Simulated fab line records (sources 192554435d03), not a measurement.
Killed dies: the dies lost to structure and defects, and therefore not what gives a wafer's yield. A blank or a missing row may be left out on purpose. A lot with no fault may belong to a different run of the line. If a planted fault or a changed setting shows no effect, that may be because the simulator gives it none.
Lot-split experiment | flow n5Finfet | on a route of 1938 steps: 7 lots, 21 wafers read

== ABOUT THE SPLIT ==
At N5_MOL_CONTACT_COAG_COAT_63 (time 60 s, resist thk 10 nm), the setting spinRpm was moved away from the recipe's 1500 rpm on 8 of the 21 wafers read, by -9.6% to +7.4%. For the rest of the wafers, this setting stayed at what the recipe calls for.

== FROM THE SPLIT TO THE READING: what the file shows between them, 4 steps ==
- N5_MOL_CONTACT_COAG_COAT_64: time 60 s, resist thk 10 nm
- N5_MOL_CONTACT_COAG_COAT_34: resist thk 40 nm
- N5_MOL_CONTACT_COAG_DESCUM_45: chemistry O2, time 7 s
- N5_MOL_CONTACT_COAG_ETCH_65: etches underlayer in N2/H2, target depth 13 nm, time 10.4 s

== THE READING ==
etch.depthNm (the simulator's own value, which no gauge read), in nm, at N5_MOL_CONTACT_COAG_ETCH_66 (etches SiARC in CF4, target depth 13 nm, time 21.7 s). No usual value for it is given in the file. Here, 13 wafers ran the recipe; their average is 9.995 nm with a standard deviation of 0.017 nm.

wafer  | tool, chamber at the split | spinRpm as run, rpm | against the recipe | etch.depthNm, nm | against lot-mates on the recipe
L074.1 | lithoTrack-01, 0           | 1611                | +7.4%              | 9.673            | -0.313
L074.2 | lithoTrack-01, 0           | 1500                | recipe             | 9.986            | -
L074.3 | lithoTrack-01, 0           | 1611                | +7.4%              | 9.66             | -0.326
L079.2 | lithoTrack-05, 0           | 1500                | recipe             | 9.971            | -
L079.3 | lithoTrack-05, 0           | 1356                | -9.6%              | 10.44            | +0.469
L079.4 | lithoTrack-05, 0           | 1356                | -9.6%              | 10.46            | +0.489
L080.1 | lithoTrack-05, 0           | 1500                | recipe             | 9.988            | -
L080.2 | lithoTrack-05, 0           | 1500                | recipe             | 9.997            | -
L080.5 | lithoTrack-05, 0           | 1500                | recipe             | 9.99             | -
L082.1 | lithoTrack-03, 0           | 1570                | +4.7%              | 9.766            | -0.244
L082.3 | lithoTrack-03, 0           | 1570                | +4.7%              | 9.761            | -0.249
L082.4 | lithoTrack-03, 0           | 1500                | recipe             | 10.01            | -
L085.1 | lithoTrack-01, 0           | 1500                | recipe             | 10.02            | -
L085.4 | lithoTrack-01, 0           | 1500                | recipe             | 10.02            | -
L085.3 | lithoTrack-01, 0           | 1500                | recipe             | 9.997            | -
L089.1 | lithoTrack-01, 0           | 1610                | +7.3%              | 9.671            | -0.339
L089.3 | lithoTrack-01, 0           | 1500                | recipe             | 10.01            | -
L089.5 | lithoTrack-01, 0           | 1610                | +7.3%              | 9.629            | -0.381
L091.1 | lithoTrack-03, 0           | 1500                | recipe             | 9.961            | -
L091.2 | lithoTrack-03, 0           | 1500                | recipe             | 10               | -
L091.5 | lithoTrack-03, 0           | 1500                | recipe             | 9.981            | -

THE FIT
A straight line over all 21 wafers: etch.depthNm changes by -0.0468 nm for each +1% of spinRpm; r = -1.00; the points scatter about the line by 0.018 nm.
The same after taking each lot's own level away (the mean of its wafers on the recipe; 21 wafers): -0.0485 nm for each +1%; r = -1.00; scatter 0.018 nm.
Per that fit: largest spinRpm move, reading shift of 0.47 nm.
The span of the lots' own levels, 9.9710 to 10.0123 nm, comes to 2.4 times the standard deviation stated above.
Consequently the slope shifts little with the lot-to-lot level, the two slopes agreeing.
Check: with one of the wafers moved furthest among these (-9.6%) left out of the fit, the line predicts +0.467 nm for it against its lot-mates. It came out at +0.469 nm against them.

== THE OTHER SPLITS THESE WAFERS WENT THROUGH ==
These wafers also went through other splits before the reading. Each is held against what the fit with the lots' levels taken away leaves over:
other split on the same wafers         | wafers away from the commonest value | r with etch.depthNm (lot level and that fit taken away)
N5_SD_EPI_P_PEB_07 pebTimeS            | 4                                    | -0.04
N5_SD_EPI_P_ETCH_36 biasW              | 7                                    | -0.03
N5_HKMG_FIN_HK_ALD_01 aldCycles        | 6                                    | -0.23
N5_HKMG_FIN_DEVELOP_48 developTimeS    | 7                                    | -0.02
N5_MOL_CONTACT_COAG_ETCHBACK_135 timeS | 6                                    | +0.13

== THE WHOLE CHAIN: every reading that the file lists as answering this split, in the file's order ==
step                        | what it does                                         | reading                                                                                  | change (the file's fit)                | r (the file's)
N5_MOL_CONTACT_COAG_COAT_63 | time 60 s, resist thk 10 nm                          | SiARC_of_MOL_CONTACT_COAG_COAT_63.thkNm (the simulator's own value, which no gauge read) | -0.0479 nm for each +1% of the setting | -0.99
N5_MOL_CONTACT_COAG_ETCH_66 | etches SiARC in CF4, target depth 13 nm, time 21.7 s | etch.depthNm (the simulator's own value, which no gauge read)                            | -0.0485 nm for each +1% of the setting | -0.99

== THE FILE'S OWN FIT ==
etch.depthNm changes by -0.0485 nm for each +1% of spinRpm, r = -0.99.
